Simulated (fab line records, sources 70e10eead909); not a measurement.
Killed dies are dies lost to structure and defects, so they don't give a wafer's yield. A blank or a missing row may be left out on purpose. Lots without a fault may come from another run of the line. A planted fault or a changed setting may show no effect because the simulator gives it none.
Chamber matching | flow nand_harc | NHARC_A_STAIRCASE_DESCUM_186 on rie_diel-07: 4 sister chambers
The step chemistry O2, time 3 s. 8 wafers are shown with their chamber, then 10 later ones without.

WAFERS WITH THEIR CHAMBER
wafer  | chamber | showerhead_plenum_p_Torr (Torr) | drypump_motor_current_A (A)
L078.2 | 2       | 2.05                            | 5.1
L078.5 | 0       | 1.88                            | 4.9
L078.6 | 1       | 1.96                            | 6.3
L080.1 | 3       | 1.78                            | 5.6
L080.2 | 1       | 1.95                            | 6.3
L080.6 | 0       | 1.88                            | 4.9
L084.1 | 2       | 2.04                            | 5.1
L084.2 | 3       | 1.78                            | 5.5

WAFERS WITHOUT THEIR CHAMBER
wafer  | showerhead_plenum_p_Torr (Torr) | drypump_motor_current_A (A)
L084.6 | 1.87                            | 4.9
L094.1 | 1.86                            | 4.9
L094.4 | 2.03                            | 5.1
L094.5 | 1.94                            | 6.3
L096.2 | 1.86                            | 4.9
L096.3 | 1.77                            | 5.6
L096.6 | 1.94                            | 6.2
L097.3 | 2.03                            | 5.2
L097.5 | 1.77                            | 5.6
L097.6 | 1.86                            | 4.9

WHICH CHAMBER EACH WENT THROUGH
wafer  | from the rows above | in truth
L084.6 | 0                   | 0
L094.1 | 0                   | 0
L094.4 | 2                   | 2
L094.5 | 1                   | 1
L096.2 | 0                   | 0
L096.3 | 3                   | 3
L096.6 | 1                   | 1
L097.3 | 2                   | 2
L097.5 | 3                   | 3
L097.6 | 0                   | 0
Placed correctly: 10 of 10. Can't be placed from these rows: 0. Placed wrongly: 0.
How it was worked out, from the rows above alone: a wafer's distance from a chamber is the root of the sum, over the readings, of the square of ((its reading less the chamber's mean) divided by the reading's scatter). The wafer belongs to the nearest chamber; if the next one is less than 2 further off, it can't be placed. A chamber's mean is the mean of its shown wafers. The scatter: the root of (the sum of the squares of (reading less its chamber's mean) over the shown wafers, divided by (wafers less chambers)).
